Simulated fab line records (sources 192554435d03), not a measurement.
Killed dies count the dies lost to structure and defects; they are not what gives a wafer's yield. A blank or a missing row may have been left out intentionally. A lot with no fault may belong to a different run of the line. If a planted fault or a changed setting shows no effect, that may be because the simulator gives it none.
Matching of chambers    flow n5Finfet    4 sister chambers for N5_ILD0_CMP_12 on cmp-02
The step polishes SiNx, stops on poly-Si, t overpolish 6 s, target thk 17.67 nm. 8 wafers are shown with their chamber, then 10 later ones without.

WAFERS WITH THEIR CHAMBER
wafer   chamber  motorCurrentA (A)  timeToEndpointS (s)
L080.4  2        8.0                28.9
L081.4  2        8.5                24.8
L081.6  1        9.6                29.7
L082.1  3        8.6                28.7
L082.3  0        7.6                27.2
L082.6  1        9.8                31.4
L084.3  0        7.5                27.2
L084.4  3        8.1                29.8

WAFERS WITHOUT THEIR CHAMBER
wafer   motorCurrentA (A)  timeToEndpointS (s)
L084.6  8.1                27.1
L086.1  8.2                23.5
L086.4  9.4                24.9
L086.5  7.7                22.4
L094.3  9.1                27.1
L094.5  8.0                25.3
L094.6  8.4                26.1
L097.1  8.0                27.3
L097.3  8.0                26.2
L097.4  9.6                30.5

WHICH CHAMBER EACH ONE RAN IN
wafer   from the rows above           in truth
L084.6  can't be placed: 2 or 3 or 0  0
L086.1  can't be placed: 2 or 0 or 3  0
L086.4  can't be placed: 1 or 2 or 3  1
L086.5  can't be placed: 0 or 2 or 3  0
L094.3  can't be placed: 1 or 3 or 2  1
L094.5  can't be placed: 2 or 0 or 3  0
L094.6  can't be placed: 2 or 3       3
L097.1  can't be placed: 2 or 0 or 3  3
L097.3  can't be placed: 2 or 0 or 3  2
L097.4  1                             1
Placed correctly: 1 of 10. Not placeable from these rows: 9 (in 9, the candidates include the true chamber). Placed wrongly: 0.
How it was worked out, from the rows above alone: a wafer's distance from a chamber is the root of the sum, over the readings, of the square of ((its reading less the chamber's mean) divided by the reading's scatter). The wafer belongs to the nearest chamber; if the next one is less than 2 further off, it can't be placed. For every chamber, the mean is computed from those of its wafers that are shown. The scatter is the square root of a quotient: the sum, over the shown wafers, of each reading's squared deviation from its chamber's mean, divided by wafers minus chambers.
